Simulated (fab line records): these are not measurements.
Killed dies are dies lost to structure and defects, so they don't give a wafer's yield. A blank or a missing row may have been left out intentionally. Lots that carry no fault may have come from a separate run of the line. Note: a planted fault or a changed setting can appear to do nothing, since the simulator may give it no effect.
fab line records	flow nand-harc
record lots=6	wafers=18	last-day=34
route steps=1302 shown A_CHANNEL_HOLE_D1@484 A_CHANNEL_FILL_D1@490 END@1302
lots with no fault: from the same line, run without faults
start-h: the number of hours between the record's first day and the start of the first shown wafer of the lot	wait-h: hours since the lot's step before	" unchanged from the row above	L1.1+2: several wafers, shown together as one row	- no value, or no start was given	* or withheld: withheld	< > ~ a bound
route shown NAME@n: names a module that has steps shown in the file, with the first one's number in the route	usual: mean/standard deviation of fault-free wafers	same: alike in all rows	chamber/n: place in a boat	sites: per-site readings	_std_site: standard deviation of those values	_edge_site: inner sites' mean taken away from outer sites' mean	radius-mm: how far each site lies from the wafer's centre	mask NAME#n: copy n	behind: the tool/chamber that last shaped the wafer	hold: cause of the lot's hold/its duration in hours/its outcome	device: whichever transistor did not switch (one of n, p or np)	end of line: the same wafers' tests at the end of the route	for a step that has no rows: nothing shown but its recipe	killed: count of dies lost to structure and defects at first sort (not the wafer's yield)	map: a wafer's dies, x killed, . not, _ none there
set.NAME: the setting as run; set.NAME@STEP: as run at that earlier step	model.NAME: the simulator's own value behind a step, which no gauge read
lots at some steps of the route; a table a step, a row a wafer
services: the hour from which a tool's chamber was out of use, counted from the record's first day as start-h (under 0 if before that day), plus the number of hours and why
## steps
# step NHARC_A_CHANNEL_HOLE_D1_STRIP_27
# recipe o2-flow-sccm=500	ar-flow-sccm=0	bias-w=0	chemistry=O2
# step NHARC_A_CHANNEL_HOLE_D1_PRECLEAN_28
# recipe time-s=*	temp-c=50	bath-age-min=0	chemistry=SC1
# step NHARC_A_CHANNEL_HOLE_D1_SRD_29
# step NHARC_A_CHANNEL_HOLE_D1_CD_MEAS_30
# usual cd-nm=90.1/1.3
lot.wafer	tool	chamber	start-h	wait-h	cd-nm
L252.1	cd-sem-01	-	196.37	0.1	91.8
L252.2	"	-	"	"	88.6
L252.3	"	-	"	"	89.1
L254.2	cd-sem-01	-	216.54	-	89.8
L254.3	"	-	"	"	94.2
L254.6	"	-	"	"	90.7
L264.2	cd-sem-01	-	332.63	-	87.9
L264.3	"	-	"	"	88.3
L264.4	"	-	"	"	90.7
L267.3	cd-sem-02	-	352.23	-	91.5
L267.4	"	-	"	"	89.1
L267.6	"	-	"	"	92.3
L273.1	cd-sem-02	-	412.88	-	91.1
L273.3	"	-	"	"	90.2
L273.5	"	-	"	"	89.5
L274.1	cd-sem-01	-	413.57	-	88.6
L274.2	"	-	"	"	91.3
L274.3	"	-	"	"	90.7
# step NHARC_A_CHANNEL_HOLE_D1_XSEM_31
# recipe landing-energy-ev=35000
# usual bot-cd-nm=74.7/1.4	bow-nm=8.58/0.27	tilt-deg=0.09/0.038
lot.wafer	tool	chamber	start-h	wait-h	bot-cd-nm	bow-nm	tilt-deg
L252.1	xsem-02	0	196.47	0.1	76.5	8.70	0.12
L252.2	"	0	"	"	73.3	8.80	0.12
L252.3	"	0	"	"	73.3	8.80	0.12
L254.2	xsem-01	0	216.62	0.1	74.7	8.69	0.12
L254.3	"	0	"	"	78.5	8.72	0.12
L254.6	"	0	"	"	75.2	8.72	0.12
L264.2	xsem-02	0	332.72	0.1	72.0	8.56	0.09
L264.3	"	0	"	"	72.2	8.57	0.08
L264.4	"	0	"	"	74.4	8.54	0.08
L267.3	xsem-01	0	352.31	0.1	76.8	8.08	0.08
L267.4	"	0	"	"	72.9	8.06	0.08
L267.6	"	0	"	"	77.8	8.04	0.08
L273.1	xsem-02	0	412.97	0.1	75.1	8.54	0.15
L273.3	"	0	"	"	75.1	8.53	0.15
L273.5	"	0	"	"	74.1	8.52	0.15
L274.1	xsem-01	0	413.66	0.1	72.5	8.45	0.10
L274.2	"	0	"	"	75.2	8.40	0.10
L274.3	"	0	"	"	74.6	8.42	0.10
# step NHARC_A_CHANNEL_HOLE_D1_INSPECT_40
# usual raw-defect-count=65/27
lot.wafer	tool	chamber	start-h	wait-h	raw-defect-count
L252.1	defect-inspect-01	-	196.56	-	37
L252.2	"	-	"	"	39
L252.3	"	-	"	"	42
L254.2	defect-inspect-02	-	216.72	-	54
L254.3	"	-	"	"	63
L254.6	"	-	"	"	48
L264.2	defect-inspect-01	-	332.84	-	47
L264.3	"	-	"	"	48
L264.4	"	-	"	"	61
L267.3	defect-inspect-01	-	352.41	-	48
L267.4	"	-	"	"	66
L267.6	"	-	"	"	76
L273.1	defect-inspect-02	-	413.07	-	75
L273.3	"	-	"	"	74
L273.5	"	-	"	"	97
L274.1	defect-inspect-01	-	413.75	-	42
L274.2	"	-	"	"	37
L274.3	"	-	"	"	30
# step NHARC_A_CHANNEL_FILL_D1_PRECLEAN_00
# recipe time-s=*	temp-c=50	bath-age-min=0	chemistry=SC1
# step NHARC_A_CHANNEL_FILL_D1_SRD_01
# step NHARC_A_CHANNEL_FILL_D1_ALD_02
# recipe target-thk-a=60	pulse-time-s=10	ald-cycles=60	temp-c=300	material=SiO2
# usual ald-cycles=60/0	heater-power-w=459/49	precursor-pulse-height-rel=0.997/0.02
lot.wafer	tool	chamber	start-h	wait-h	ald-cycles	heater-power-w	precursor-pulse-height-rel
L252.1	ald-hk-03	1	196.83	-	60	504	1.007
L252.2	"	2	"	"	60	463	0.995
L252.3	"	3	"	"	60	451	0.985
L254.2	ald-hk-03	2	216.91	-	60	472	0.990
L254.3	"	0	"	"	60	599	0.995
L254.6	"	3	"	"	60	455	1.013
L264.4	ald-hk-01	3	333.18	-	60	411	0.994
L264.3	"	0	"	"	60	382	1.014
L264.2	"	1	"	"	60	459	1.010
L267.3	ald-hk-03	3	352.74	-	60	481	0.965
L267.4	"	0	"	"	60	550	0.995
L267.6	"	2	"	"	60	465	0.999
L273.1	ald-hk-02	3	413.34	-	60	391	1.014
L273.3	"	1	"	"	60	444	1.000
L273.5	"	2	"	"	60	409	1.001
L274.3	ald-hk-01	2	414.41	0.5	60	419	1.023
L274.2	"	3	"	"	60	439	0.970
L274.1	"	0	"	"	60	379	0.987
# step NHARC_A_CHANNEL_FILL_D1_ALD_03
# recipe target-thk-a=60	pulse-time-s=60	ald-cycles=58	temp-c=630	pressure-torr=2	material=SiNx
# usual ald-cycles=58/0	precursor-pulse-height-rel=0.998/0.019
lot.wafer	tool	chamber	start-h	wait-h	ald-cycles	precursor-pulse-height-rel
L252.1	ald-sin-batch-02	0	-	-	58	1.005
L252.2	"	0	"	"	58	1.020
L252.3	"	0	"	"	58	0.967
L254.2	ald-sin-batch-01	0	-	-	58	1.012
L254.3	"	0	"	"	58	0.997
L254.6	"	0	"	"	58	1.006
L264.2	ald-sin-batch-01	0	-	-	58	1.000
L264.3	"	0	"	"	58	0.990
L264.4	"	0	"	"	58	0.982
L267.3	ald-sin-batch-02	0	-	-	58	0.968
L267.4	"	0	"	"	58	0.968
L267.6	"	0	"	"	58	0.980
L273.1	ald-sin-batch-03	0	-	-	58	0.976
L273.3	"	0	"	"	58	1.001
L273.5	"	0	"	"	58	1.003
L274.1	ald-sin-batch-03	0	-	-	58	0.989
L274.2	"	0	"	"	58	0.995
L274.3	"	0	"	"	58	0.995
# step NHARC_A_CHANNEL_FILL_D1_ALD_14
# recipe target-thk-a=25	pulse-time-s=10	ald-cycles=25	temp-c=300	material=SiO2
# usual ald-cycles=25/0	heater-power-w=455/48	precursor-pulse-height-rel=0.996/0.022
lot.wafer	tool	chamber	start-h	wait-h	ald-cycles	heater-power-w	precursor-pulse-height-rel
L252.3	ald-hk-03	1	203.74	0.0	25	508	1.008
L252.2	"	2	"	"	25	466	0.980
L252.1	"	0	"	"	25	581	0.968
L254.2	ald-hk-02	1	223.96	0.1	25	446	1.020
L254.3	"	3	"	"	25	424	0.996
L254.6	"	1	"	"	25	439	0.995
L264.4	ald-hk-03	2	340.24	0.1	25	457	1.007
L264.3	"	3	"	"	25	472	1.046
L264.2	"	0	"	"	25	546	0.980
L267.4	ald-hk-01	2	359.63	0.1	25	424	0.978
L267.3	"	0	"	"	25	396	0.989
L267.6	"	1	"	"	25	465	1.019
L274.2	ald-hk-02	2	420.30	0.0	25	409	0.994
L274.3	"	0	"	"	25	545	0.985
L274.1	"	1	"	"	25	458	0.982
L273.3	ald-hk-01	2	420.34	0.1	25	427	1.005
L273.1	"	0	"	"	25	396	0.988
L273.5	"	1	"	"	25	477	0.985
# step NHARC_A_CHANNEL_FILL_D1_ALD_15
# recipe target-thk-a=20	pulse-time-s=60	ald-cycles=19	temp-c=630	pressure-torr=2	material=SiNx
# usual ald-cycles=19/0	precursor-pulse-height-rel=1.000/0.019
lot.wafer	tool	chamber	start-h	wait-h	ald-cycles	precursor-pulse-height-rel
L252.1	ald-sin-batch-03	0	-	-	19	1.025
L252.2	"	0	"	"	19	0.998
L252.3	"	0	"	"	19	0.975
L254.2	ald-sin-batch-03	0	227.23	3.2	19	0.975
L254.3	"	0	"	"	19	0.998
L254.6	"	0	"	"	19	1.006
L264.2	ald-sin-batch-03	0	-	-	19	1.020
L264.3	"	0	"	"	19	0.987
L264.4	"	0	"	"	19	0.972
L267.3	ald-sin-batch-03	0	-	-	19	1.043
L267.4	"	0	"	"	19	0.971
L267.6	"	0	"	"	19	1.007
L273.1	ald-sin-batch-03	0	-	-	19	1.027
L273.3	"	0	"	"	19	0.981
L273.5	"	0	"	"	19	1.036
L274.1	ald-sin-batch-03	0	-	-	19	0.999
L274.2	"	0	"	"	19	1.008
L274.3	"	0	"	"	19	0.982
# step NHARC_A_CHANNEL_FILL_D1_ALD_16
# recipe target-thk-a=15	pulse-time-s=10	ald-cycles=15	temp-c=300	material=SiO2
# usual ald-cycles=15/0	heater-power-w=463/50	precursor-pulse-height-rel=1.000/0.022
lot.wafer	tool	chamber	start-h	wait-h	ald-cycles	heater-power-w	precursor-pulse-height-rel
L252.3	ald-hk-03	2	208.91	0.0	15	457	0.989
L252.1	"	3	"	"	15	460	1.009
L252.2	"	0	"	"	15	594	1.040
L254.3	ald-hk-02	1	229.30	0.0	15	435	0.977
L254.2	"	2	"	"	15	406	1.050
L254.6	"	1	"	"	15	440	0.995
L264.3	ald-hk-03	1	345.40	0.1	21	501	0.994
L264.2	"	2	"	"	21	464	0.971
L264.4	"	0	"	"	21	565	0.999
L267.3	ald-hk-03	2	364.77	0.0	21	455	0.987
L267.4	"	1	"	"	21	512	1.001
L267.6	"	2	"	"	21	457	1.016
L274.2	ald-hk-03	3	425.47	0.0	15	460	1.006
L274.3	"	0	"	"	15	551	1.002
L274.1	"	2	"	"	15	456	0.982
L273.1	ald-hk-02	3	425.50	0.1	15	394	0.968
L273.3	"	1	"	"	15	448	0.979
L273.5	"	3	"	"	15	411	1.002
# step NHARC_A_CHANNEL_FILL_D1_ANNEAL_17
# recipe temp-c=850	time-s=1800
# step NHARC_END_SORT_01
# recipe temp-c=25
# usual killed-at-array=56/19	killed-at-other=0.8/1.1	killed-at-periphery=3.4/2.5	killed-dies=60/19	killed-open=2.9/1.7	killed-short=2.4/1.6
# same gross-dies=677
lot.wafer	tool	chamber	start-h	wait-h	killed-at-array	killed-at-other	killed-at-periphery	killed-dies	killed-open	killed-short
L252.1	prober-01	0	574.90	2.5	62	0	4	66	3	1
L252.2	prober-01	0	575.69	2.8	65	0	5	70	0	2
L252.3	prober-01	0	576.49	3.1	59	0	4	63	2	2
L254.2	prober-02	0	584.27	2.8	47	0	7	54	5	1
L254.3	prober-02	0	585.08	3.1	48	0	4	52	3	4
L254.6	prober-02	0	587.49	4.0	41	1	4	46	6	2
L264.2	prober-01	0	709.83	2.8	36	0	0	36	2	1
L264.3	prober-01	0	710.63	3.1	49	0	5	54	5	2
L264.4	prober-01	0	711.43	3.4	45	0	4	49	1	2
L267.3	prober-01	0	731.22	3.1	58	3	0	61	3	1
L267.4	prober-01	0	732.02	3.4	54	2	2	58	6	4
L267.6	prober-01	0	733.62	4.0	50	2	3	55	7	3
L273.1	prober-01	0	793.53	2.5	49	1	4	54	4	5
L273.3	prober-01	0	795.13	3.1	36	0	6	42	3	1
L273.5	prober-01	0	796.74	3.7	56	1	2	59	3	4
L274.1	prober-02	0	807.50	2.5	67	3	2	72	4	1
L274.2	prober-02	0	808.30	2.8	64	0	4	68	4	1
L274.3	prober-02	0	809.10	3.1	56	0	3	59	0	3
# killed by level:class
L252.1 A_SLIT:chamber-film-flake=24 A_CHANNEL_HOLE_D2:chamber-film-flake=23 P_M1:chamber-film-flake=4 A_WL_FILL:chamber-film-flake=3 A_BONDPAD:chamber-film-flake=3 A_STAIRCASE:chamber-film-flake=2 A_ONON_D1:geometric-particle:open=1 A_ONON_D2:geometric-particle:open=1
L252.2 A_CHANNEL_HOLE_D2:chamber-film-flake=30 A_SLIT:chamber-film-flake=20 A_CONTACT:chamber-film-flake=5 P_M1:chamber-film-flake=3 A_WL_FILL:chamber-film-flake=3 A_BONDPAD:chamber-film-flake=3 A_CHANNEL_HOLE_D1:chamber-film-flake=2 P_STI:geometric-particle:short=1
L252.3 A_CHANNEL_HOLE_D2:chamber-film-flake=23 A_SLIT:chamber-film-flake=23 A_CONTACT:chamber-film-flake=4 P_M1:chamber-film-flake=2 P_M1:geometric-particle:open=1 A_CHANNEL_FILL_D1:geometric-particle:short=1 A_DECK1_JOINT:geometric-particle:short=1 A_M0:geometric-particle:open=1
L254.2 A_CHANNEL_HOLE_D2:chamber-film-flake=29 P_GATE:chamber-film-flake=4 A_M1:chamber-film-flake=4 A_SOURCE_PLATE:geometric-particle:open=2 P_M1:chamber-film-flake=2 A_CHANNEL_HOLE_D1:chamber-film-flake=2 A_CONTACT:chamber-film-flake=2 P_GATE:geometric-particle:open=1
L254.3 A_CHANNEL_HOLE_D2:chamber-film-flake=36 A_STAIRCASE:chamber-film-flake=3 A_WL_FILL:geometric-particle:short=2 P_GATE:chamber-film-flake=2 P_M0:geometric-particle:short=1 A_ONON_D2:geometric-particle:open=1 A_CHANNEL_FILL_D2:geometric-particle:short=1 A_SGD_CUT:geometric-particle:open=1
L254.6 A_CHANNEL_HOLE_D2:chamber-film-flake=26 A_CHANNEL_HOLE_D1:chamber-film-flake=4 A_CHANNEL_FILL_D2:geometric-particle:open=2 P_GATE:chamber-film-flake=2 A_M1:chamber-film-flake=2 P_M0:geometric-particle:open=1 A_DECK1_JOINT:geometric-particle:open=1 A_DECK1_JOINT:geometric-particle:short=1
L264.2 A_CHANNEL_HOLE_D2:chamber-film-flake=17 A_CONTACT:chamber-film-flake=4 A_CHANNEL_HOLE_D1:chamber-film-flake=3 A_SLIT:chamber-film-flake=3 A_M1:chamber-film-flake=3 A_DECK1_JOINT:chamber-film-flake=2 A_CHANNEL_HOLE_D1:geometric-particle:short=1 A_WL_FILL:geometric-particle:open=1
L264.3 A_CHANNEL_HOLE_D2:chamber-film-flake=22 A_CONTACT:chamber-film-flake=7 A_CHANNEL_HOLE_D1:chamber-film-flake=6 A_STAIRCASE:chamber-film-flake=4 A_SLIT:chamber-film-flake=3 A_ONON_D1:geometric-particle:short=2 A_M0:geometric-particle:open=2 P_ZERO_WELL:chamber-film-flake=2
L264.4 A_CHANNEL_HOLE_D2:chamber-film-flake=19 A_CHANNEL_HOLE_D1:chamber-film-flake=10 A_STAIRCASE:chamber-film-flake=5 A_SLIT:chamber-film-flake=4 A_CONTACT:chamber-film-flake=4 P_STI:chamber-film-flake=2 P_STI:geometric-particle:short=1 A_SOURCE_PLATE:geometric-particle:open=1
L267.3 A_CHANNEL_HOLE_D2:chamber-film-flake=19 A_CHANNEL_HOLE_D1:chamber-film-flake=13 A_STAIRCASE:chamber-film-flake=6 A_SLIT:chamber-film-flake=6 A_CONTACT:chamber-film-flake=4 A_WL_FILL:chamber-film-flake=3 THIN_TSV:chamber-film-flake=3 A_ZERO_WELL:chamber-film-flake=2
L267.4 A_CHANNEL_HOLE_D2:chamber-film-flake=22 A_CHANNEL_HOLE_D1:chamber-film-flake=9 A_CONTACT:chamber-film-flake=7 A_SLIT:chamber-film-flake=3 A_WL_FILL:geometric-particle:short=2 A_WL_FILL:chamber-film-flake=2 THIN_TSV:chamber-film-flake=2 A_SOURCE_PLATE:geometric-particle:open=1
L267.6 A_CHANNEL_HOLE_D2:chamber-film-flake=22 A_CHANNEL_HOLE_D1:chamber-film-flake=8 A_CONTACT:chamber-film-flake=5 A_STAIRCASE:chamber-film-flake=4 A_SLIT:chamber-film-flake=2 A_WL_FILL:chamber-film-flake=2 P_GATE:geometric-particle:open=1 P_M0:geometric-particle:open=1
L273.1 A_CHANNEL_HOLE_D1:chamber-film-flake=16 A_SLIT:chamber-film-flake=13 A_STAIRCASE:chamber-film-flake=6 A_DECK1_JOINT:geometric-particle:short=3 P_GATE:chamber-film-flake=3 A_CONTACT:chamber-film-flake=3 A_WL_FILL:geometric-particle:short=2 P_M0:geometric-particle:open=1
L273.3 A_CHANNEL_HOLE_D1:chamber-film-flake=18 A_SLIT:chamber-film-flake=5 P_GATE:chamber-film-flake=4 A_STAIRCASE:chamber-film-flake=4 A_CHANNEL_HOLE_D2:chamber-film-flake=2 A_WL_FILL:chamber-film-flake=2 P_M0:geometric-particle:open=1 A_CHANNEL_FILL_D1:geometric-particle:short=1
L273.5 A_CHANNEL_HOLE_D1:chamber-film-flake=28 A_STAIRCASE:chamber-film-flake=8 A_SLIT:chamber-film-flake=7 A_WL_FILL:chamber-film-flake=2 P_GATE:chamber-film-flake=2 A_SOURCE_PLATE:geometric-particle:open=1 A_SOURCE_PLATE:geometric-particle:short=1 A_WL_FILL:geometric-particle:open=1
L274.1 A_CHANNEL_HOLE_D2:chamber-film-flake=33 A_SLIT:chamber-film-flake=12 A_CONTACT:chamber-film-flake=6 A_SGD_CUT:chamber-film-flake=5 A_CHANNEL_FILL_D1:chamber-film-flake=4 THIN_TSV:chamber-film-flake=3 P_GATE:chamber-film-flake=2 A_ONON_D1:geometric-particle:open=1
L274.2 A_CHANNEL_HOLE_D2:chamber-film-flake=32 A_SLIT:chamber-film-flake=7 A_STAIRCASE:chamber-film-flake=6 A_SGD_CUT:chamber-film-flake=6 A_CONTACT:chamber-film-flake=4 P_ZERO_WELL:chamber-film-flake=3 A_CHANNEL_FILL_D1:chamber-film-flake=2 A_CHANNEL_HOLE_D1:geometric-particle:short=1
L274.3 A_CHANNEL_HOLE_D2:chamber-film-flake=35 A_SLIT:chamber-film-flake=10 A_SGD_CUT:chamber-film-flake=3 A_WL_FILL:geometric-particle:short=2 A_CHANNEL_FILL_D2:chamber-film-flake=2 A_SLIT:geometric-particle:short=1 P_ZERO_WELL:chamber-film-flake=1 P_GATE:chamber-film-flake=1
## services
tool	chamber	start-h	hours	kind
ald-hk-02	0	180.00	-	clean
ald-hk-02	1	180.00	-	clean
ald-hk-02	2	180.00	-	clean
ald-hk-02	3	180.00	-	clean
ald-hk-03	1	227.19	10.0	vent-cycle
ald-hk-03	2	227.19	10.0	vent-cycle
ald-hk-03	0	237.19	-	clean
ald-hk-03	1	237.19	-	clean
ald-hk-03	2	237.19	-	clean
ald-hk-03	3	237.19	-	clean
ald-sin-batch-02	-	266.75	26.0	pm
ald-hk-01	-	297.78	10.0	pm
xsem-01	-	374.00	14.0	pm
ald-hk-03	-	386.41	1.9	repair
ald-hk-03	-	405.19	10.0	pm
ald-hk-03	0	405.19	10.0	vent-cycle
ald-hk-03	1	405.19	10.0	vent-cycle
ald-hk-03	2	405.19	10.0	vent-cycle
ald-hk-03	3	405.19	10.0	vent-cycle
ald-hk-03	0	415.19	-	clean
ald-hk-03	1	415.19	-	clean
ald-hk-03	2	415.19	-	clean
ald-hk-03	3	415.19	-	clean
ald-sin-batch-01	-	417.79	4.8	repair
## key
first-sign step=NHARC_A_CHANNEL_FILL_D1_ALD_16	reading=ald-cycles	direction=up	sigmas=99+	usual=15	struck=21
effect none on later readings
met-at NHARC_A_CHANNEL_FILL_D1_ALD_16
struck-wafers L264.2,L264.3,L264.4,L267.3,L267.4,L267.6
tester-left-out L264,L267
onset-between 208.91 345.40
fault kind=process-parameter-drift	tool=ald-hk-03	chamber=-	onset-h=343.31	steps=NHARC_A_CHANNEL_FILL_D1_ALD_16	channel=ald-cycles	offset=6	shape=step	end-h=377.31	acts-in=these-recipes-only	stated=15
# tester-left-out: of these lots the tester's yield and bins aren't shown, on N5 and GAA mostly nor the transistor test; their killed dies are dies lost to structure and defects alone, not to doping, threshold or leakage, so they don't give the yield
